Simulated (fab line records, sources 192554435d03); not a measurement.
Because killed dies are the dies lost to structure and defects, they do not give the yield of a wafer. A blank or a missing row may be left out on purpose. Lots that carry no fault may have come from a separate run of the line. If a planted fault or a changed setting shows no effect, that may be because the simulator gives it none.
fab line records | flow n5-finfet
record lots=5 | wafers=15 | last-day=17
route steps=1938 shown SDB@376 DUMMY_REMOVAL@377 HKMG_FIN@385
lots that met no fault: from a run of the same line without faults
start-h: start of the lot's first displayed wafer, in hours after the record's first day | wait-h: time in hours since the lot's previous step | " identical to the entry in the row above | L1.1+2: one row covering several wafers at once | - no value, or no start given | * or withheld: withheld | < > ~ a bound
route shown NAME@n: names a module that has steps shown in the file, with the first one's number in the route | usual: average and standard deviation across the fault-free wafers | same: alike in all rows | chamber/n: place in a boat | sites: per-site readings | _std_site: the standard deviation of these | _edge_site: outer sites' mean less inner sites' | radius-mm: for every site, how far away it sits from the centre of the wafer | mask NAME#n: copy n | behind: the most recent tool/chamber to have shaped the wafer | hold: what put the lot on hold/how long, in hours/how the hold closed | device: whichever transistor did not switch (one of n, p or np) | end of line: tests of these same wafers at the route's end | a step without rows: its recipe alone | killed: dies lost to structure and defects at the first sort, not the wafer's yield | map: per-die view of a wafer (x killed, . not killed, _ where there is no die)
set.NAME: the setting as run; set.NAME@STEP: as run at that earlier step | model.NAME: the simulator's own value behind a step, which no gauge read
certain route steps with their lots: each step a table, each wafer a row
services: when a tool's chamber went out of use (start-h, in hours from the record's first day, below 0 if earlier), for how many hours, and the reason
## steps
# step N5_SDB_INSPECT_36
# recipe inspect-instrument=darkfield | mode=post-cmp
# usual raw-defect-count=37/15
lot.wafer | tool              | chamber | start-h | wait-h | raw-defect-count
L330.3    | defect-inspect-01 | -       | 70.32   | 0.0    | 37
L330.4    | "                 | -       | "       | "      | 28
L330.6    | "                 | -       | "       | "      | 23
L335.2    | defect-inspect-01 | -       | 100.55  | 0.0    | 49
L335.3    | "                 | -       | "       | "      | 66
L335.5    | "                 | -       | "       | "      | 49
L348.1    | defect-inspect-01 | -       | 180.40  | 0.0    | 16
L348.3    | "                 | -       | "       | "      | 35
L348.5    | "                 | -       | "       | "      | 31
L349.2    | defect-inspect-01 | -       | 187.08  | 0.0    | 51
L349.3    | "                 | -       | "       | "      | 25
L349.5    | "                 | -       | "       | "      | 41
L351.1    | defect-inspect-02 | -       | 199.87  | 0.0    | 25
L351.2    | "                 | -       | "       | "      | 25
L351.4    | "                 | -       | "       | "      | 23
# step N5_DUMMY_REMOVAL_HM_STRIP_01
# recipe chemistry=CH3F/O2 | material=SiNx | target-depth-a=40 | stop-on=poly-Si | time-s=6.8 | over-etch-frac=0.3 | ion-energy-ev=60 | power-w=410 | bias-w=29 | Ar_flow_sccm=150 | CH3F_flow_sccm=30 | O2_flow_sccm=20
# usual drypump-motor-current-A=5.53/0.27 | oes-product-au=0.64/0.063 | rf-vpp-V=127.5/0.99 | showerhead-plenum-p-Torr=2.01/0.07 | throttle-valve-pct=16.28/0.26
# same over-etch-frac=0.3
lot.wafer | tool        | chamber | start-h | wait-h | drypump-motor-current-A | oes-product-au | rf-hours-counter-h | rf-vpp-V | showerhead-plenum-p-Torr | throttle-valve-pct
L330.3    | rie-diel-02 | 3       | 70.75   | 0.4    | 5.32                    | 0.64           | 122                | 126.7    | 1.92                     | 16.27
L330.4    | "           | 2       | "       | "      | 5.81                    | 0.71           | 43                 | 127.9    | 2.03                     | 15.80
L330.6    | "           | 2       | "       | "      | 5.83                    | 0.72           | -                  | 127.5    | 2.03                     | 15.80
L335.2    | rie-diel-06 | 1       | 100.62  | 0.1    | 5.30                    | 0.57           | 189                | 127.5    | 1.98                     | 16.37
L335.3    | "           | 2       | "       | "      | 5.46                    | 0.60           | 161                | 128.0    | 2.07                     | 16.08
L335.5    | "           | 2       | "       | "      | 5.43                    | 0.60           | -                  | 128.8    | 2.07                     | 16.10
L348.1    | rie-diel-02 | 3       | 180.44  | 0.0    | 5.33                    | 0.63           | 155                | 126.0    | 1.91                     | 16.33
L348.3    | "           | 2       | "       | "      | 5.87                    | 0.68           | 77                 | 128.2    | 2.02                     | 15.84
L348.5    | "           | 1       | "       | "      | 5.67                    | 0.68           | -                  | 125.6    | 1.93                     | 16.25
L349.2    | rie-diel-01 | 2       | 187.12  | 0.0    | 5.72                    | 0.55           | 235                | 127.2    | 2.07                     | 16.88
L349.3    | "           | 3       | "       | "      | 5.13                    | 0.70           | 57                 | 126.8    | 2.04                     | 16.55
L349.5    | "           | 1       | "       | "      | 5.49                    | 0.81           | -                  | 127.2    | 2.05                     | 15.81
L351.1    | rie-diel-02 | 3       | 199.91  | 0.0    | 5.36                    | 0.63           | 162                | 126.9    | 1.91                     | 16.33
L351.2    | "           | 2       | "       | "      | 5.84                    | 0.68           | 83                 | 126.7    | 2.02                     | 15.88
L351.4    | "           | 0       | "       | "      | 5.10                    | 0.56           | 241                | 126.6    | 2.05                     | 16.46
# step N5_DUMMY_REMOVAL_STRIP_10
# recipe chemistry=N2/H2 | time-s=40 | power-w=100 | temp-c=40 | pressure-mtorr=100 | rf-frequency-hz=6e+07 | bias-power-w=3 | n2-flow-sccm=300 | h2-flow-sccm=300
# usual drypump-motor-current-A=5.55/0.26 | oes-product-au=0.78/0.082 | rf-vpp-V=45.4/0.83 | showerhead-plenum-p-Torr=3.40/0.1 | throttle-valve-pct=12.15/0.3
lot.wafer | tool        | chamber | start-h | wait-h | drypump-motor-current-A | oes-product-au | rf-hours-counter-h | rf-vpp-V | showerhead-plenum-p-Torr | throttle-valve-pct
L330.3    | rie-diel-02 | 3       | 70.78   | 0.0    | 5.37                    | 0.78           | 122                | 45.5     | 3.25                     | 12.15
L330.4    | "           | 2       | "       | "      | 5.87                    | 0.89           | 43                 | 44.7     | 3.44                     | 11.62
L330.6    | "           | 2       | "       | "      | 5.88                    | 0.89           | -                  | 44.7     | 3.44                     | 11.63
L335.2    | rie-diel-06 | 1       | 100.65  | 0.0    | 5.33                    | 0.70           | 189                | 46.6     | 3.35                     | 12.35
L335.3    | "           | 2       | "       | "      | 5.42                    | 0.74           | 161                | 45.7     | 3.52                     | 12.21
L335.5    | "           | 2       | "       | "      | 5.46                    | 0.74           | -                  | 45.0     | 3.52                     | 12.23
L348.1    | rie-diel-02 | 3       | 180.47  | 0.0    | 5.35                    | 0.76           | 155                | 46.0     | 3.24                     | 12.23
L348.3    | "           | 2       | "       | "      | 5.82                    | 0.84           | 77                 | 44.7     | 3.42                     | 11.71
L348.5    | "           | 1       | "       | "      | 5.66                    | 0.83           | -                  | 44.6     | 3.29                     | 12.06
L349.2    | rie-diel-01 | 2       | 187.15  | 0.0    | 5.77                    | 0.68           | 235                | 45.4     | 3.45                     | 12.69
L349.3    | "           | 3       | "       | "      | 5.17                    | 0.85           | 57                 | 44.3     | 3.41                     | 12.18
L349.5    | "           | 1       | "       | "      | 5.49                    | 1.02           | -                  | 45.6     | 3.46                     | 11.65
L351.1    | rie-diel-02 | 3       | 199.94  | 0.0    | 5.34                    | 0.75           | 162                | 46.4     | 3.23                     | 12.25
L351.2    | "           | 2       | "       | "      | 5.84                    | 0.83           | 83                 | 44.4     | 3.42                     | 11.73
L351.4    | "           | 0       | "       | "      | 5.11                    | 0.68           | 241                | 45.3     | 3.46                     | 12.52
# step N5_DUMMY_REMOVAL_PRECLEAN_07
# recipe chemistry=dHF | time-s=30 | temp-c=25 | dilution=withheld
# step N5_DUMMY_REMOVAL_DUMMY_REMOVE_02
# recipe chemistry=TMAH | temp-c=70 | target=poly-Si | stop-on=SiO2 | target-depth-nm=142 | conc-wt-pct=5 | time-s=57 | dry=ipa-marangoni | rinse-time-s=30 | rinse-temp-c=23
# step N5_DUMMY_REMOVAL_INSPECT_06
# recipe inspect-instrument=brightfield | mode=aei
# usual raw-defect-count=13/5.2
lot.wafer | tool              | chamber | start-h | wait-h | raw-defect-count
L330.3    | defect-inspect-01 | -       | 70.95   | 0.0    | 9
L330.4    | "                 | -       | "       | "      | 8
L330.6    | "                 | -       | "       | "      | 17
L335.2    | defect-inspect-01 | -       | 100.82  | 0.0    | 12
L335.3    | "                 | -       | "       | "      | 20
L335.5    | "                 | -       | "       | "      | 18
L348.1    | defect-inspect-02 | -       | 180.63  | 0.0    | 12
L348.3    | "                 | -       | "       | "      | 7
L348.5    | "                 | -       | "       | "      | 15
L349.2    | defect-inspect-01 | -       | 187.32  | 0.0    | 20
L349.3    | "                 | -       | "       | "      | 20
L349.5    | "                 | -       | "       | "      | 23
L351.1    | defect-inspect-02 | -       | 200.10  | 0.0    | 14
L351.2    | "                 | -       | "       | "      | 12
L351.4    | "                 | -       | "       | "      | 11
# step N5_DUMMY_REMOVAL_PRECLEAN_08
# recipe chemistry=NF3:NH3 | afs-cycles=2 | temp-c=30 | time-s=20 | sublimation-temp-c=180 | sublimation-time-s=60 | pressure-torr=3 | rf-power-w=30
# step N5_DUMMY_REMOVAL_PRECLEAN_04
# recipe chemistry=DHF | time-s=37 | temp-c=25 | dilution=500:1
# step N5_DUMMY_REMOVAL_SRD_05
# recipe dry=ipa-marangoni | do-ppb=5 | time-s=30 | temp-c=23 | rinse-liquid=diw
# step N5_HKMG_FIN_IL_REGROW_00
# recipe material=SiO2 | target-thk-a=7.5 | chemistry=O3 | temp-c=withheld | time-s=30
# step N5_HKMG_FIN_HK_ALD_01
# recipe material=HfO2 | target-thk-a=16 | temp-c=withheld | ald-precursor-family=HfCl4 | ald-co-reactant=H2O | pulse-time-s=3 | purge-time-s=3 | co-reactant-purge-time-s=2.5 | co-reactant-pulse-time-s=0.3 | ald-cycles=30
# usual precursor-pulse-height-rel=1.001/0.018
# same ald-cycles=30
lot.wafer | tool      | chamber | start-h | wait-h | precursor-pulse-height-rel
L330.3    | ald-hk-03 | 2       | 71.30   | 0.0    | 0.996
L330.4    | "         | 3       | "       | "      | 1.016
L330.6    | "         | 0       | "       | "      | 1.006
L335.2    | ald-hk-02 | 0       | 101.17  | 0.0    | 1.022
L335.3    | "         | 3       | "       | "      | 1.006
L335.5    | "         | 3       | "       | "      | 0.986
L348.1    | ald-hk-01 | 0       | 180.99  | 0.0    | 1.011
L348.3    | "         | 2       | "       | "      | 1.032
L348.5    | "         | 1       | "       | "      | 1.007
L349.2    | ald-hk-02 | 0       | 187.68  | 0.0    | 1.010
L349.3    | "         | 2       | "       | "      | 1.002
L349.5    | "         | 3       | "       | "      | 1.003
L351.1    | ald-hk-01 | 3       | 200.46  | 0.0    | 1.012
L351.2    | "         | 1       | "       | "      | 0.995
L351.4    | "         | 0       | "       | "      | 0.978
# step N5_HKMG_FIN_HK_ANNEAL_02
# recipe temp-c=700 | time-s=30 | ambient=N2 | idle-temp-c=600 | ramp-up-c-per-s=150 | ramp-down-c-per-s=60 | cool-to-c=600
# usual lamp-power-pct=8.81/0.056 | lamp_zone_4_pct=8.793/0.0083 | wafer_temp_C_max=703.0/0.72
lot.wafer | tool          | chamber | start-h | wait-h | lamp-power-pct | lamp_zone_4_pct | wafer_temp_C_max
L330.3    | rtp-anneal-01 | 0       | 71.63   | 0.2    | 8.84           | 8.789           | 703.7
L330.4    | "             | 0       | "       | "      | 8.76           | 8.804           | 702.4
L330.6    | "             | 0       | "       | "      | 8.93           | 8.787           | 704.2
L335.2    | rtp-anneal-01 | 0       | 101.39  | 0.1    | 8.80           | 8.792           | 703.3
L335.3    | "             | 0       | "       | "      | 8.81           | 8.792           | 703.3
L335.5    | "             | 0       | "       | "      | 8.80           | 8.793           | 702.7
L348.1    | rtp-anneal-02 | 0       | 181.18  | 0.1    | 8.89           | 8.787           | 702.7
L348.3    | "             | 0       | "       | "      | 8.80           | 8.777           | 702.4
L348.5    | "             | 0       | "       | "      | 8.79           | 8.793           | 702.1
L349.2    | rtp-anneal-02 | 0       | 187.89  | 0.1    | 8.75           | 8.785           | 703.3
L349.3    | "             | 0       | "       | "      | 8.75           | 8.793           | 702.0
L349.5    | "             | 0       | "       | "      | 8.73           | 8.796           | 702.2
L351.1    | rtp-anneal-02 | 0       | 200.65  | 0.1    | 8.83           | 8.806           | 703.2
L351.2    | "             | 0       | "       | "      | 8.85           | 8.804           | 702.5
L351.4    | "             | 0       | "       | "      | 8.76           | 8.798           | 703.5
# step N5_HKMG_FIN_ALD_74
# recipe material=La2O3 | target-thk-a=5 | temp-c=250 | ald-precursor-family=La-Cp | ald-co-reactant=O3 | pulse-time-s=6 | co-reactant-pulse-time-s=1 | purge-time-s=3 | co-reactant-purge-time-s=3
# usual heater-power-w=361/31 | precursor-pulse-height-rel=0.999/0.019
lot.wafer | tool      | chamber | start-h | wait-h | heater-power-w | precursor-pulse-height-rel | model.La2O3_of_HKMG_FIN_ALD_74.thk-nm
L330.3    | ald-hk-02 | 2       | 71.80   | 0.1    | 420            | 1.005                      | 0.6
L330.4    | "         | 3       | "       | "      | 366            | 1.036                      | 0.6
L330.6    | "         | 3       | "       | "      | 374            | 1.001                      | 0.6
L335.2    | ald-hk-03 | 1       | 101.57  | 0.2    | 378            | 0.993                      | 0.8
L335.3    | "         | 3       | "       | "      | 337            | 1.010                      | 0.6
L335.5    | "         | 3       | "       | "      | 335            | 0.991                      | 0.6
L348.1    | ald-hk-03 | 2       | 181.41  | 0.2    | 400            | 0.983                      | 0.6
L348.3    | "         | 3       | "       | "      | 337            | 0.975                      | 0.6
L348.5    | "         | 0       | "       | "      | 343            | 0.996                      | 0.6
L349.2    | ald-hk-01 | 0       | 188.08  | 0.2    | 337            | 1.000                      | 0.4
L349.3    | "         | 1       | "       | "      | 322            | 0.990                      | 0.4
L349.5    | "         | 3       | "       | "      | 311            | 1.029                      | 0.4
L351.1    | ald-hk-03 | 0       | 200.86  | 0.2    | 367            | 0.975                      | 0.4
L351.2    | "         | 1       | "       | "      | 370            | 1.002                      | 0.4
L351.4    | "         | 3       | "       | "      | 334            | 0.976                      | 0.4
# step N5_HKMG_FIN_ALD_75
# recipe material=Al2O3 | target-thk-a=10 | temp-c=150 | ald-precursor-family=TMA | ald-co-reactant=H2O | pulse-time-s=withheld | co-reactant-pulse-time-s=1
# usual heater-power-w=155/13 | precursor-pulse-height-rel=1.002/0.019
lot.wafer | tool      | chamber | start-h | wait-h | heater-power-w | precursor-pulse-height-rel
L330.3    | ald-hk-02 | 2       | 71.87   | 0.0    | 175            | 0.997
L330.4    | "         | 3       | "       | "      | 164            | 1.051
L330.6    | "         | 3       | "       | "      | 161            | 1.012
L335.2    | ald-hk-03 | 1       | 101.65  | 0.0    | 165            | 1.001
L335.3    | "         | 3       | "       | "      | 143            | 0.994
L335.5    | "         | 3       | "       | "      | 143            | 1.025
L348.1    | ald-hk-03 | 2       | 181.48  | 0.0    | 170            | 1.023
L348.3    | "         | 3       | "       | "      | 144            | 1.015
L348.5    | "         | 0       | "       | "      | 151            | 0.995
L349.2    | ald-hk-01 | 0       | 188.16  | 0.0    | 147            | 1.004
L349.3    | "         | 1       | "       | "      | 142            | 0.989
L349.5    | "         | 3       | "       | "      | 131            | 0.992
L351.1    | ald-hk-03 | 0       | 200.94  | 0.0    | 152            | 1.031
L351.2    | "         | 1       | "       | "      | 159            | 1.034
L351.4    | "         | 3       | "       | "      | 146            | 0.992
## services
tool        | chamber | start-h | hours | kind
ald-hk-01   | -       | 92.00   | 8.7   | pm
rie-diel-06 | 2       | 125.43  | 12.1  | repair
ald-hk-03   | -       | 128.93  | 1.2   | pm
rie-diel-02 | 3       | 142.67  | 1.8   | repair
rie-diel-01 | 2       | 164.28  | 2.8   | repair
rie-diel-01 | 1       | 168.11  | -     | clean
rie-diel-01 | 1       | 168.11  | -     | consumable-replace:focus-ring
rie-diel-01 | 1       | 168.11  | 13.9  | scheduled-down
rie-diel-01 | 1       | 168.11  | 13.9  | vent-cycle
ald-hk-01   | -       | 194.23  | 1.1   | repair
## key
first-sign none at tools or gauges
model-effect step=N5_HKMG_FIN_ALD_74 | value=La2O3_of_HKMG_FIN_ALD_74.thk-nm | without=0.4 | struck=0.8
met-at N5_HKMG_FIN_ALD_74
struck-wafers L335.2
tester-left-out L335
fault kind=process-parameter-drift | tool=ald-hk-03 | chamber=- | onset-h=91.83 | steps=N5_HKMG_FIN_ALD_74 | channel=target-thk-a | offset=* | shape=step | end-h=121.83 | scope=struck-wafers-only | acts-in=* | stated=*
# tester-left-out: of these lots the tester's yield and bins aren't shown, on N5 and GAA mostly nor the transistor test; their killed dies are dies lost to structure and defects alone, not to doping, threshold or leakage, so they don't give the yield
